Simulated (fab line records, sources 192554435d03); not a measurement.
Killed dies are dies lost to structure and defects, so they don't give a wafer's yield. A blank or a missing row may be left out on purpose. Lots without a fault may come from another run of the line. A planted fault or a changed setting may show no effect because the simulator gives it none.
fab line records | flow n5_finfet
record lots=4 wafers=12 last_day=15
route steps=1938 shown SD_EPI_N@273 SD_EPI_P@295 BEOL_M4@1111 PASSIVATION@1936
lots that met no fault: from a run of the same line without faults
start_h: hours from the record's first day to the start of the lot's first wafer shown | wait_h: hours since the lot's step before | " the same as in the row above | L1.1+2: a row that stands for several wafers | - no value, or no start given | * or withheld: withheld | < > ~ a bound
route shown NAME@n: a module of which the file shows steps, and the number in the route of the first | usual: mean/standard deviation of fault-free wafers | same: alike in all rows | chamber/n: place in a boat | sites: the reading at each site | _std_site: their standard deviation | _edge_site: outer sites' mean less inner sites' | radius_mm: how far each site lies from the wafer's centre | mask NAME#n: copy n | behind: the tool/chamber that last shaped the wafer | hold: why the lot was held/for how many hours/how that ended | device: the transistor (n, p or np) that didn't switch | end of line: the same wafers' tests at the end of the route | a step without rows: its recipe alone | killed: dies lost to structure and defects at the first sort, not the wafer's yield | map: a wafer's dies, x killed, . not, _ none there
set.NAME: the setting as run; set.NAME@STEP: as run at that earlier step | model.NAME: the simulator's own value behind a step, which no gauge read
lots at some steps of the route; a table a step, a row a wafer
services: from which hour (start_h, from the record's first day; less than 0 if before it) a tool's chamber was out of use, for how many hours, and why
## steps
# step N5_SD_EPI_N_DESCUM_14
# recipe chemistry=O2 time_s=7.9 source_power_w=50 bias_power_w=20 pressure_mtorr=20 rf_frequency_hz=2.712e+07 temp_c=40 resist=CAR-ArF-block o2_flow_sccm=225
# step N5_SD_EPI_N_ETCH_34
# recipe chemistry=CF4 target=SiARC target_depth_a=455 mask_material=CAR-ArF-block time_s=75.8 ion_energy_ev=80 pressure_mtorr=40 source_w=545 bias_w=36 Ar_flow_sccm=100 cf4_flow_sccm=100 ends=cleared
# step N5_SD_EPI_N_ETCH_35
# recipe chemistry=N2/H2 target=SOC overetch_a=1080 mask_material=SiARC temp_c=40 ion_energy_ev=100 source_w=3000 bias_w=133 pressure_mtorr=20 time_s=486 n2_flow_sccm=200 h2_flow_sccm=200
# step N5_SD_EPI_N_STRIP_36
# recipe chemistry=N2/H2 temp_c=40 n2_flow_sccm=200 h2_flow_sccm=200 rf_frequency_hz=6e+07
# step N5_SD_EPI_N_ETCHBACK_44
# recipe chemistry=CH3F/O2 mode=anisotropic_etchback target=SiNx target_depth_a=145 stop_on=SiO2 over_etch_frac=0.3 ion_energy_ev=120 pressure_mtorr=30 source_w=395 bias_w=73 Ar_flow_sccm=150 CH3F_flow_sccm=30 O2_flow_sccm=20
# step N5_SD_EPI_N_ETCH_45
# recipe chemistry=CH3F/O2 target=SiOCN target_depth_a=60 mask_material=SOC ion_energy_ev=60 bias_w=29 pressure_mtorr=15 source_w=410 Ar_flow_sccm=150 CH3F_flow_sccm=30 O2_flow_sccm=20
# step N5_SD_EPI_N_ETCH_16
# recipe chemistry=CHF3/O2 target=SiO2 target_depth_a=50 mask_material=SOC pressure_mtorr=30 source_w=650 bias_w=170 Ar_flow_sccm=200 CHF3_flow_sccm=50 O2_flow_sccm=5 ion_energy_ev=200
# step N5_SD_EPI_N_STRIP_47
# recipe chemistry=CHF3/O2 resist=SiARC rf_frequency_hz=6e+07
# step N5_SD_EPI_N_SD_RECESS_17
# recipe chemistry=HBr/Cl2/O2 target_depth_a=410 mask_material=SOC time_s=23.7 bt_time_s=3 pressure_mtorr=10 icp_w=800 bias_w=112 HBr_flow_sccm=150 Cl2_flow_sccm=80 O2_flow_sccm=12
# step N5_SD_EPI_N_STRIP_38
# recipe chemistry=N2/H2 power_w=1000 temp_c=250 h2_frac=0.65 overash_fraction=0.3 pressure_mtorr=withheld n2_flow_sccm=1750 h2_flow_sccm=3250
# usual drypump_motor_current_A=5.67/0.21 heater_power_w=319/25 oes_product_au=0.761/0.011
# columns lot.wafer tool chamber start_h wait_h drypump_motor_current_A heater_power_w oes_product_au rf_hours_counter_h
L174.1 plasma_asher-01 1 76.82 0.1 5.61 325 0.768 84
L174.2 " 0 " " 5.43 325 0.769 84
L174.3 " 1 " " 5.63 323 0.762 -
L179.2 plasma_asher-01 0 107.60 0.1 5.43 331 0.778 89
L179.5 " 1 " " 5.60 322 0.764 -
L179.6 " 0 " " 5.41 332 0.777 -
L183.1 plasma_asher-02 0 134.41 0.1 5.66 284 0.757 54
L183.4 " 0 " " 5.65 285 0.756 -
L183.5 " 1 " " 6.00 344 0.759 -
L184.1 plasma_asher-01 1 135.95 0.1 5.61 319 0.746 94
L184.2 " 0 " " 5.40 325 0.757 94
L184.3 " 1 " " 5.60 322 0.772 -
# step N5_SD_EPI_N_WET_ETCH_43
# recipe chemistry=dHF dilution=withheld time_s=14 target=SiO2 target_depth_a=15 temp_c=25
# step N5_SD_EPI_N_STRIP_18
# recipe chemistry=SPM time_s=750 temp_c=130 h2so4_h2o2_vol_ratio=4
# step N5_SD_EPI_N_SRD_20
# recipe dry=ipa_marangoni do_ppb=5 time_s=30 temp_c=23 rinse_liquid=diw
# step N5_SD_EPI_N_PRECLEAN_48
# recipe chemistry=NF3:NH3 afs_cycles=2 temp_c=30 time_s=20 sublimation_temp_c=180 sublimation_time_s=60 pressure_torr=3 rf_power_w=30
# step N5_SD_EPI_N_VAPOR_ETCH_50
# recipe chemistry=HCl target=Si temp_c=775 time_s=54 pressure_torr=20 mode=isotropic
# step N5_SD_EPI_N_EPI_21
# recipe material=Si:P dopant=P temp_c=680 pressure_torr=255 time_s=690
# step N5_SD_EPI_N_PRECLEAN_24
# recipe chemistry=O3/DIW time_s=60 temp_c=22 o3_ppm=10
# step N5_SD_EPI_N_SRD_25
# recipe time_s=30 temp_c=23 rinse_liquid=diw dry=ipa_marangoni
# step N5_SD_EPI_N_PRECLEAN_49
# recipe chemistry=NF3:NH3 afs_cycles=1 temp_c=30 time_s=20 sublimation_temp_c=180 sublimation_time_s=60 pressure_torr=3 rf_power_w=30
# step N5_SD_EPI_N_LINER_46
# recipe material=SiNx target_thk_a=30 temp_c=400 ald_precursor_family=SiH2I2 ald_co_reactant=N2/H2-plasma pressure_torr=2
# step N5_SD_EPI_N_INSPECT_26
# recipe inspect_instrument=darkfield mode=post_epi
# usual raw_defect_count=229/45
# columns lot.wafer tool chamber start_h wait_h raw_defect_count
L174.1 defect_inspect-01 - 79.98 0.1 201
L174.2 " - " " 225
L174.3 " - " " 178
L179.2 defect_inspect-01 - 111.08 0.1 830
L179.5 " - " " 823
L179.6 " - " " 754
L183.1 defect_inspect-01 - 137.63 0.1 227
L183.4 " - " " 254
L183.5 " - " " 240
L184.1 defect_inspect-02 - 139.40 0.1 847
L184.2 " - " " 786
L184.3 " - " " 895
# step N5_SD_EPI_P_COAT_34
# recipe resist=SOC temp_c=250 time_s=60 spin_rpm=1500 resist_thk_nm=350
# step N5_SD_EPI_P_COAT_35
# recipe resist=SiARC temp_c=220 time_s=60 spin_rpm=1500 resist_thk_nm=35
# step N5_SD_EPI_P_COAT_03
# recipe resist=CAR-ArF-block spin_rpm=1500 resist_thk_nm=150
# step N5_SD_EPI_P_EBR_05
# recipe solvent=PGMEA ebr_width_mm=1.5
# step N5_SD_EPI_P_SOFTBAKE_04
# recipe temp_c=110 time_s=60 resist=CAR-ArF-block
# step N5_SD_EPI_P_EXPOSE_06
# recipe mask_id=SD_P_BLK na=1.35 source_shape=conventional sigma_outer=0.8 polarization=unpolarized target_cd_nm=240 dose_mj=39.5
# step N5_SD_EPI_P_PEB_07
# recipe peb_temp_c=110 peb_time_s=60 resist=CAR-ArF-block
# step N5_SD_EPI_P_DEVELOP_08
# recipe develop_time_s=30 developer=TMAH resist=CAR-ArF-block dev_temp_c=23 rinse_liquid=diw dry=air_spin
# step N5_SD_EPI_P_INSPECT_11
# recipe mode=adi inspect_instrument=macro
# usual raw_defect_count=2.1/1.5
# columns lot.wafer tool chamber start_h wait_h raw_defect_count
L174.1 defect_inspect-02 - 80.43 0.0 3
L174.2 " - " " 6
L174.3 " - " " 2
L179.2 defect_inspect-01 - 111.53 0.0 >300
L179.5 " - " " >300
L179.6 " - " " >300
L183.1 defect_inspect-02 - 137.96 0.0 0
L183.4 " - " " 3
L183.5 " - " " 1
L184.1 defect_inspect-02 - 139.90 0.0 >300
L184.2 " - " " >300
L184.3 " - " " >300
# step N5_SD_EPI_P_DESCUM_14
# recipe chemistry=O2 time_s=7.9 source_power_w=50 bias_power_w=20 pressure_mtorr=20 rf_frequency_hz=2.712e+07 temp_c=40 resist=CAR-ArF-block o2_flow_sccm=225
# step N5_SD_EPI_P_ETCH_36
# recipe chemistry=CF4 target=SiARC target_depth_a=455 mask_material=CAR-ArF-block time_s=75.8 ion_energy_ev=80 pressure_mtorr=40 source_w=545 bias_w=36 Ar_flow_sccm=100 cf4_flow_sccm=100 ends=cleared
# step N5_SD_EPI_P_ETCH_37
# recipe chemistry=N2/H2 target=SOC overetch_a=1080 mask_material=SiARC temp_c=40 ion_energy_ev=100 source_w=3000 bias_w=133 pressure_mtorr=20 time_s=486 n2_flow_sccm=200 h2_flow_sccm=200 ends=end_point
# step N5_SD_EPI_P_STRIP_38
# recipe chemistry=N2/H2 temp_c=40 n2_flow_sccm=200 h2_flow_sccm=200 rf_frequency_hz=6e+07
# step N5_SD_EPI_P_ETCHBACK_46
# recipe chemistry=CH3F/O2 mode=anisotropic_etchback target=SiNx target_depth_a=175 stop_on=SiO2 over_etch_frac=0.3 ion_energy_ev=120 pressure_mtorr=30 source_w=395 bias_w=73 Ar_flow_sccm=150 CH3F_flow_sccm=30 O2_flow_sccm=20
# step N5_SD_EPI_P_ETCH_47
# recipe chemistry=CH3F/O2 target=SiOCN target_depth_a=250 mask_material=SOC ion_energy_ev=60 bias_w=29 pressure_mtorr=30 source_w=410 Ar_flow_sccm=150 CH3F_flow_sccm=30 O2_flow_sccm=20
# step N5_SD_EPI_P_INSPECT_26
# recipe inspect_instrument=darkfield mode=post_epi
# usual raw_defect_count=200/40
# columns lot.wafer tool chamber start_h wait_h raw_defect_count
L174.1 defect_inspect-02 - 84.21 0.0 194
L174.2 " - " " 239
L174.3 " - " " 187
L179.2 defect_inspect-02 - 115.29 0.0 777
L179.5 " - " " 794
L179.6 " - " " 735
L183.1 defect_inspect-02 - 142.56 0.0 177
L183.4 " - " " 165
L183.5 " - " " 214
L184.1 defect_inspect-01 - 143.70 0.0 824
L184.2 " - " " 763
L184.3 " - " " 810
# step N5_BEOL_M4_RC_MEAS_101
# usual DIBL_N=36.3/1.4 DIBL_P=35.7/1.5 IOFF_N=0.155/0.022 IOFF_P=0.204/0.027 ION_N=671/9 ION_P=459/6.2 SS_N=71.5/0.54 SS_P=73.1/0.56 VT_N=250.2/2.6 VT_P=-251/3.3
# columns lot.wafer tool chamber start_h wait_h DIBL_N[mV/V] DIBL_P[mV/V] IOFF_N[nA/um] IOFF_P[nA/um] ION_N[uA/um] ION_P[uA/um] SS_N[mV/dec] SS_P[mV/dec] VT_N[mV] VT_P[mV]
L174.1 prober-02 0 191.18 0.0 37.7 37.2 0.183 0.269 686 480 71.7 73.5 245.5 -243
L174.2 " 0 " " 36.0 34.5 0.155 0.234 675 465 72.4 73.5 253.0 -248
L174.3 " 0 " " 35.1 33.9 0.137 0.210 671 464 71.3 72.2 250.5 -248
L179.2 prober-01 0 232.39 0.2 35.3 34.3 0.139 0.207 659 458 71.8 72.9 249.3 -247
L179.5 " 0 " " 37.1 36.5 0.169 0.245 676 465 71.5 73.9 246.8 -247
L179.6 " 0 " " 36.9 36.2 0.166 0.236 675 465 71.6 73.9 249.9 -247
L183.1 prober-01 0 247.62 0.0 34.2 32.3 0.129 0.159 672 462 71.0 73.0 253.5 -258
L183.4 " 0 " " 34.3 32.2 0.132 0.155 667 455 70.7 73.5 253.5 -256
L183.5 " 0 " " 36.0 34.0 0.154 0.178 678 452 72.5 73.5 252.0 -256
L184.1 prober-01 0 253.09 0.0 38.4 35.7 0.183 0.193 682 453 72.0 73.8 246.3 -253
L184.2 " 0 " " 35.8 34.0 0.140 0.165 666 454 71.2 72.9 252.3 -256
L184.3 " 0 " " 34.6 32.4 0.125 0.148 664 452 70.7 72.7 250.8 -256
# step N5_PASSIVATION_PROBE_49
# usual defect_limited_yield=91.0/1.5 killed_at_M0_to_M3=36/12 killed_at_M4_up=14/5.5 killed_at_contacts=11/4.8 killed_at_front_end=42/12 killed_at_other=3.7/2.7 killed_dies=106/18 killed_open=70/13 killed_short=35/8.2 sort_bin_5_function=5.3/1 sort_bin_6_memory=3.3/0.69 sort_n_pass=1074/18 sort_yield_pct=91.0/1.5
# same gross_dies=1180 killed_at_back_side=0 sort_bin_4_leakage[%]=0 sort_bin_8_speed[%]=0
# columns lot.wafer tool chamber start_h wait_h defect_limited_yield[%] killed_at_M0_to_M3 killed_at_M4_up killed_at_contacts killed_at_front_end killed_at_other killed_dies killed_open killed_short sort_bin_5_function[%] sort_bin_6_memory[%] sort_n_pass sort_yield_pct[%]
L179.2 prober-01 - 332.77 0.1 81.9 28 12 1 166 7 214 55 33 11.3 4.3 966 81.9
L179.5 prober-01 - 332.92 0.2 82.1 42 9 7 147 6 211 70 40 11.5 4.0 969 82.1
L179.6 prober-01 - 332.97 0.3 80.8 30 7 9 176 4 226 79 31 12.1 4.9 954 80.8
L184.1 prober-01 - 348.59 0.1 81.4 57 4 6 146 6 219 65 43 12.8 3.1 961 81.4
L184.2 prober-01 - 348.64 0.1 81.4 32 20 6 158 3 219 61 38 11.9 3.9 961 81.4
L184.3 prober-01 - 348.69 0.2 82.0 39 9 15 146 3 212 69 43 11.4 3.9 968 82.0
# killed by level:class
L179.2 SD_EPI_N:unspecified=126 STI_FIN_REVEAL:geometric_particle:open=9 GATE_CUT:geometric_particle:short=8 BEOL_M1:geometric_particle:open=8 BEOL_M2:geometric_particle:open=6 BEOL_M7:geometric_particle:open=5 FIN_SAQP:geometric_particle:open=4 BEOL_M3:geometric_particle:open=4
L179.5 SD_EPI_N:unspecified=101 BEOL_M0_SAQP:geometric_particle:short=11 BEOL_M1:geometric_particle:open=10 GATE_CUT:geometric_particle:open=9 BEOL_M0_SAQP:geometric_particle:open=8 GATE_CUT:geometric_particle:short=7 FIN_SAQP:geometric_particle:open=6 MOL_CONTACT_COAG:geometric_particle:open=6
L179.6 SD_EPI_N:unspecified=116 FIN_SAQP:geometric_particle:open=22 BEOL_M0_SAQP:geometric_particle:open=10 MOL_CONTACT_COAG:geometric_particle:open=8 FIN_SAQP:geometric_particle:short=7 GATE_CUT:geometric_particle:short=6 BEOL_M1:geometric_particle:open=6 BEOL_M3:geometric_particle:open=5
L184.1 SD_EPI_N:unspecified=111 BEOL_M0_SAQP:geometric_particle:short=14 BEOL_M0_SAQP:geometric_particle:open=13 BEOL_M2:geometric_particle:open=12 STI_FIN_REVEAL:geometric_particle:open=8 BEOL_M1:geometric_particle:open=6 GATE_CUT:geometric_particle:short=5 BEOL_M3:geometric_particle:open=5
L184.2 SD_EPI_N:unspecified=117 STI_FIN_REVEAL:geometric_particle:open=10 BEOL_M2:geometric_particle:open=10 GATE_CUT:geometric_particle:short=8 BEOL_M0_SAQP:geometric_particle:short=6 FIN_SAQP:geometric_particle:short=5 STI_FIN_REVEAL:geometric_particle:short=4 DUMMY_GATE:geometric_particle:open=4
L184.3 SD_EPI_N:unspecified=100 STI_FIN_REVEAL:geometric_particle:open=14 BEOL_M2:geometric_particle:open=11 MOL_CONTACT_COAG:geometric_particle:open=9 BEOL_M1:geometric_particle:open=9 BEOL_M0_SAQP:geometric_particle:short=7 STI_FIN_REVEAL:geometric_particle:short=6 MOL_CONTACT_COAG:geometric_particle:short=6
# map L179.6 (x killed, . not)
_________________........x...________________
______________..........x......._____________
___________................x.......__________
__________.xxx............x........x_________
________x....x..............x...x.xx.._______
_______...x..........x.....x....x...x..______
______.x.............x.....x.....x......_____
_____..x...x....x........x...............____
____.....xx.x......x.x............x.......___
___.xxx.x..x....x........x.................__
___.xxxxxxxxx.x..x..............x..........__
__.xxxxxxxxxxx.x......x.............xx......_
__xxxxxxxxxxxx.x...x.........x...........x.._
_.xxxxxxxxxxxx.xx..............x.xx.......x..
_.xxxxxxxxxxxx...x......................x....
_.xxxxxxxxxxxx...x.....x.....x...........x...
_.x.xxxxxxxxxx.x........x....x.......x.......
_xxxxxxxxxx.xxxxx......x..x.............x....
_....xxx.xx..xx........xx..x........x........
_.........x...............................x..
_.xx...x.x.........x......x.......x.xx.......
__.....x......x....x...x.....x.....x........_
__.x..............x...x....................._
___...x.........................x..........__
___......................x.......x.x.x..x..__
____x.x...x.............xx....x.........x.___
_____......................x......x....x.____
______....xx................x.....xx..x._____
_______...x..............x.............______
________....................x........._______
__________.....................x...._________
___________......xx......x.........__________
______________.......x.........._____________
_________________............________________
# map L184.1 (x killed, . not)
_________________.......x...x________________
______________xx..............x._____________
___________...........xx.........x.__________
__________....x..x.................._________
________....x.....................x..._______
_______..........x.....x..........x....______
______...x...........................xx._____
_____x.xx....x...........................____
____xxxx.x..x....x......x.x...............___
___xxxxxxx.xx..........x................xx.__
___xxxxxxxxxxx...x...........x.............__
__xxxxxxxxx.xx.xx.....x..x................x._
__xxxxxxxxxxx.x........x..x................._
_xxxxxxxxxxxx..x...x........................x
_xxxxxxxxxxxx...x..x.x..x....................
_xxxxxxxxxxx.......x..x..x...................
_xxxxxxxxxxx............x.................xx.
_..xxxxxx.x..xx.........x......x.......x..x..
_.xx..x.x..x..............x......x......x....
_..........x......................x.....x....
_x..x................................x.......
__...........x....................x........x_
__........x...x....................xx......._
___...x....x.....xx...........xxx....x.....__
___............x.........x..............x.x__
____.....x....x...........................___
_____....x......xxx.............x........____
______....x..................x.x.....xx._____
_______...x.....x.x.x.x.x..............______
________x.x..............x............_______
__________..............x.......x..._________
___________........................__________
______________...........x......_____________
_________________xx.x.x......________________
## services
# columns tool chamber start_h hours kind
plasma_asher-02 - 62.00 1.0 repair
plasma_asher-01 - 133.07 2.8 pm
## key
first_sign step=N5_SD_EPI_N_INSPECT_26 reading=raw_defect_count direction=up sigmas=13 usual=229 struck=822
effect step=N5_SD_EPI_P_INSPECT_11 reading=raw_defect_count direction=up sigmas=99+ usual=2.1 struck=>300
effect step=N5_SD_EPI_P_INSPECT_26 reading=raw_defect_count direction=up sigmas=15 usual=200 struck=784
effect step=N5_PASSIVATION_PROBE_49 reading=killed_at_front_end direction=up sigmas=9.4 usual=42 struck=156
more_kills_born_at N5_SD_EPI_N_STRIP_38@plasma_asher-01=671
met_at N5_SD_EPI_N_STRIP_38
struck_wafers L179.2,L179.5,L179.6,L184.1,L184.2,L184.3
onset_between 76.82 107.60
fault kind=chamber_particle_source tool=plasma_asher-01 chamber=- onset_h=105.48 steps=N5_SD_EPI_N_STRIP_38 rate_per_visit_cm2=0.92883 end_h=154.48
